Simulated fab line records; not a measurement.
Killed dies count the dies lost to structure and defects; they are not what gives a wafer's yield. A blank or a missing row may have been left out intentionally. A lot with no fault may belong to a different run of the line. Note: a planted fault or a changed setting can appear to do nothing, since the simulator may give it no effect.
Split-lot trial    flow n5 finfet    on a route of 1938 steps: 7 lots, 39 wafers read

## ON THE SPLIT
At N5_DUMMY_GATE_HM_DEP_06 (deposits SiNx from DCS/NH3, target thk 80 nm, time 5141 s), the setting time s was moved away from the recipe's 5141 s on 36 of the 39 wafers read, by -14.8% to +15.7%. For the rest of the wafers, this setting stayed at what the recipe calls for.

The split's own step is where the reading is taken.

## THE READING
SiNx_of_DUMMY_GATE_HM_DEP_06.thk nm (the simulator's own value, which no gauge read), in nm, at N5_DUMMY_GATE_HM_DEP_06 (deposits SiNx from DCS/NH3, target thk 80 nm, time 5141 s). The file gives no usual value for it. Here, 3 wafers ran the recipe; their average is 80.6 nm with a standard deviation of 0.16 nm.

wafer   tool, chamber at the split  time s as run, s  against the recipe  SiNx_of_DUMMY_GATE_HM_DEP_06.thk nm, nm  against lot-mates on the recipe
L075.1  -, -                        5355              +4.2%               83.6                                     no lot-mate on the recipe
L075.2  -, -                        5355              +4.2%               83.4                                     no lot-mate on the recipe
L075.3  -, -                        5355              +4.2%               83.2                                     no lot-mate on the recipe
L075.4  -, -                        5355              +4.2%               83                                       no lot-mate on the recipe
L075.5  -, -                        5355              +4.2%               82.6                                     no lot-mate on the recipe
L075.6  -, -                        5355              +4.2%               82.8                                     no lot-mate on the recipe
L077.1  -, -                        5950              +15.7%              90.8                                     no lot-mate on the recipe
L077.2  -, -                        5950              +15.7%              90.8                                     no lot-mate on the recipe
L077.3  -, -                        5950              +15.7%              91.8                                     no lot-mate on the recipe
L077.5  -, -                        5950              +15.7%              91.8                                     no lot-mate on the recipe
L077.4  -, -                        5950              +15.7%              91.6                                     no lot-mate on the recipe
L077.6  -, -                        5950              +15.7%              91                                       no lot-mate on the recipe
L083.1  -, -                        4379              -14.8%              67.2                                     no lot-mate on the recipe
L083.3  -, -                        4379              -14.8%              67.2                                     no lot-mate on the recipe
L083.2  -, -                        4379              -14.8%              67                                       no lot-mate on the recipe
L083.6  -, -                        4379              -14.8%              67                                       no lot-mate on the recipe
L083.4  -, -                        4379              -14.8%              66.8                                     no lot-mate on the recipe
L083.5  -, -                        4379              -14.8%              66.8                                     no lot-mate on the recipe
L086.1  -, -                        5820              +13.2%              90.8                                     no lot-mate on the recipe
L086.6  -, -                        5820              +13.2%              90.8                                     no lot-mate on the recipe
L086.2  -, -                        5820              +13.2%              90                                       no lot-mate on the recipe
L086.3  -, -                        5820              +13.2%              89.8                                     no lot-mate on the recipe
L086.4  -, -                        5820              +13.2%              90.2                                     no lot-mate on the recipe
L086.5  -, -                        5820              +13.2%              89.4                                     no lot-mate on the recipe
L090.1  -, -                        4887              -4.9%               76.2                                     no lot-mate on the recipe
L090.2  -, -                        4887              -4.9%               76.2                                     no lot-mate on the recipe
L090.3  -, -                        4887              -4.9%               76                                       no lot-mate on the recipe
L090.5  -, -                        4887              -4.9%               76                                       no lot-mate on the recipe
L090.4  -, -                        4887              -4.9%               75.4                                     no lot-mate on the recipe
L090.6  -, -                        4887              -4.9%               75.4                                     no lot-mate on the recipe
L096.1  -, -                        4530              -11.9%              69.2                                     no lot-mate on the recipe
L096.2  -, -                        4530              -11.9%              69.2                                     no lot-mate on the recipe
L096.3  -, -                        4530              -11.9%              69.6                                     no lot-mate on the recipe
L096.4  -, -                        4530              -11.9%              70.4                                     no lot-mate on the recipe
L096.5  -, -                        4530              -11.9%              68.6                                     no lot-mate on the recipe
L096.6  -, -                        4530              -11.9%              69                                       no lot-mate on the recipe
L097.3  lpcvd-01, 1/25              5141              recipe              80.4                                     -
L097.4  lpcvd-01, 1/29              5141              recipe              80.8                                     -
L097.6  lpcvd-01, 1/39              5141              recipe              80.6                                     -

FIT RESULTS
A straight line over all 39 wafers: SiNx_of_DUMMY_GATE_HM_DEP_06.thk nm changes by +0.807 nm for each +1% of time s; r = +1.00; the points scatter about the line by 0.71 nm.
Too few moved wafers have a lot-mate on the recipe to fit a line with each lot's own level taken away.

## FILE'S OWN FIT
SiNx_of_DUMMY_GATE_HM_DEP_06.thk nm changes by +0.807 nm for each +1% of time s, r = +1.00.
